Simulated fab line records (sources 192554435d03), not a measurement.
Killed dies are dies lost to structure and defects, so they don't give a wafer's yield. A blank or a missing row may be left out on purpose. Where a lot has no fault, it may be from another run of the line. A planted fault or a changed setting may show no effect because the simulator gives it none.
Code-filled problem report in 8D (eight disciplines) form	flow n5Finfet	the parts of the form that need people (team, actions taken, sign-off) are left out

== 1. THE ISSUE ==
rawDefectCount at N5_STI_FIN_REVEAL_INSPECT_13 reads a mean of 1373 on 6 wafers of 2 lots; wafers without a fault read 12 with a standard deviation of 5.2. That is +99 or more standard deviations from the usual mean.
The step: inspects for defects (darkfield).
The first sign was on wafer L884.3 at day 5 20:23, on defectInspect-01. Wafers with a number at this step in the record: 24, from 8 lots. The rule behind "out" and "out of limits": a value lying over 4 standard deviations away from the usual mean. All remaining wafers that have a number are taken as sound.

== 2. WHAT IT IS, AND WHAT IT ISN'T ==
question	is	is not
which readings at this step	rawDefectCount	-
which lots	L884, L885	L871, L872, L877, L879, L891, L893
which wafers of those lots	all that have a number	-
read on which gauges	defectInspect-01, defectInspect-02	-
when	from day 5 20:23	up to then (12 sound wafers); but 6 sound wafers of L891, L893 came after

== 3. THE SUSPECTS, EACH WITH WHAT RULES IT OUT ==
Counting: a tool at any process step up to the reading remains a suspect when it ran all the lots that are out and ran no sound lot after the first of those.
- the gauge at N5_STI_FIN_REVEAL_INSPECT_13 is ruled out. Those wafers that are out were read across 2 gauges (defectInspect-01, defectInspect-02).
- remotePlasma-02 at N5_STI_FIN_REVEAL_PRECLEAN_32 (cleans in NF3:NH3, afs cycles 1, time 20 s, sublimation time 60 s): kept. It processed each lot that is out, first L884 at day 5 19:53, and no sound lot thereafter; up to then, the last sound lot it processed was L879 at day 4 16:23.
Remaining after the count: remotePlasma-02 at N5_STI_FIN_REVEAL_PRECLEAN_32.

== 4. THE CAUSE (what the simulator had put in) ==
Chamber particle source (remotePlasma-02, N5_STI_FIN_REVEAL_PRECLEAN_32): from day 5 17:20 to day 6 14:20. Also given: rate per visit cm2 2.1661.
This tool alone remained once counting was done.

== 5. SEQUENCE OF EFFECTS, ordered by route ==
Each row: a reading whose mean over the struck wafers that have a number lies more than 3 standard deviations from the usual. Only readings whose record carries a usual standard deviation are examined. hours: median over the lots of the time between each lot's start at the first step of this table that gives one and its start at this step. sigmas: the change, counted in usual standard deviations.
hours	step	reading	usual	on struck wafers	change	sigmas
0	N5_STI_FIN_REVEAL_INSPECT_13	rawDefectCount	12	1373	+1361	+99 or more
228	N5_PASSIVATION_PROBE_49	defectLimitedYield	91.6 %	79.5	-12.1	-7.6
228	N5_PASSIVATION_PROBE_49	killedAtFrontEnd	39	193	+154	+13
228	N5_PASSIVATION_PROBE_49	killedDies	100	242	+142	+7.5
228	N5_PASSIVATION_PROBE_49	sort_bin_5_function	5.0 %	12.1	+7.1	+6.5
228	N5_PASSIVATION_PROBE_49	sortNPass	1080	938	-142	-7.9
228	N5_PASSIVATION_PROBE_49	sortYieldPct	91.6 %	79.5	-12.1	-7.6
The process steps in it:
- N5_PASSIVATION_PROBE_49
Later steps that measure or inspect, where all struck wafers having a row at the step show a number for every such reading and not one has moved that far: N5_BEOL_M4_RC_MEAS_101.

== 6. WHAT WOULD HAVE CAUGHT IT SOONER ==
In this record the first reading out of limits at a measuring or inspecting step was taken at day 5 20:23, 3 hours after the fault began at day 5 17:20.
An alarm limit of 4 standard deviations would not have fired on the tool readings at N5_STI_FIN_REVEAL_PRECLEAN_32 for which the record gives a usual standard deviation, since none of them was out on any struck wafer.
Of the lots that are out (2), L885 began N5_STI_FIN_REVEAL_PRECLEAN_32 on remotePlasma-02 after day 5 20:23. Holding the tool at that time would have saved it.
